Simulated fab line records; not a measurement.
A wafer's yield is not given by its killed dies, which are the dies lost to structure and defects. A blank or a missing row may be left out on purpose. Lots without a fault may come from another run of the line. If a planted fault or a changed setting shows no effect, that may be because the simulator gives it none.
Chamber matching || flow n5_finfet || N5_BEOL_M3_STRIP_19 on rie_diel-06: 4 sister chambers
The step strips in O2. 4 wafers are shown with their chamber, then 8 later ones without.

== EACH WAFER AND ITS CHAMBER ==
{"wafer": "L078.6", "chamber": 0, "drypump_motor_current_A (A)": 5.5}
{"wafer": "L088.6", "chamber": 3, "drypump_motor_current_A (A)": 5.1}
{"wafer": "L089.5", "chamber": 2, "drypump_motor_current_A (A)": 6.2}
{"wafer": "L092.2", "chamber": 1, "drypump_motor_current_A (A)": 5.2}

== WAFERS WITHOUT THEIR CHAMBER ==
{"wafer": "L092.4", "drypump_motor_current_A (A)": 6.2}
{"wafer": "L092.5", "drypump_motor_current_A (A)": 5.1}
{"wafer": "L093.2", "drypump_motor_current_A (A)": 5.2}
{"wafer": "L093.3", "drypump_motor_current_A (A)": 5.5}
{"wafer": "L093.4", "drypump_motor_current_A (A)": 6.2}
{"wafer": "L095.2", "drypump_motor_current_A (A)": 5.1}
{"wafer": "L095.5", "drypump_motor_current_A (A)": 5.5}
{"wafer": "L095.6", "drypump_motor_current_A (A)": 5.3}

== THE CHAMBER EACH PASSED THROUGH ==
{"wafer": "L092.4", "from the rows above": 2, "in truth": 2}
{"wafer": "L092.5", "from the rows above": 3, "in truth": 3}
{"wafer": "L093.2", "from the rows above": 1, "in truth": 1}
{"wafer": "L093.3", "from the rows above": 0, "in truth": 0}
{"wafer": "L093.4", "from the rows above": 2, "in truth": 2}
{"wafer": "L095.2", "from the rows above": 3, "in truth": 3}
{"wafer": "L095.5", "from the rows above": 0, "in truth": 0}
{"wafer": "L095.6", "from the rows above": 1, "in truth": 1}
Correctly placed: 8 of 8. Can't be placed from these rows: 0. 0 placed wrongly.
How it was worked out, from the rows above alone: a wafer's distance from a chamber is the root of the sum, over the readings, of the square of ((its reading less the chamber's mean) divided by the reading's scatter). If the next closest chamber is less than 2 further off than the closest, the wafer can't be placed; otherwise it belongs to the closest. For every chamber, the mean is computed from those of its wafers that are shown. The scatter: root of mean squared gap, hidden wafer to nearest shown wafer, with one shown wafer a chamber.
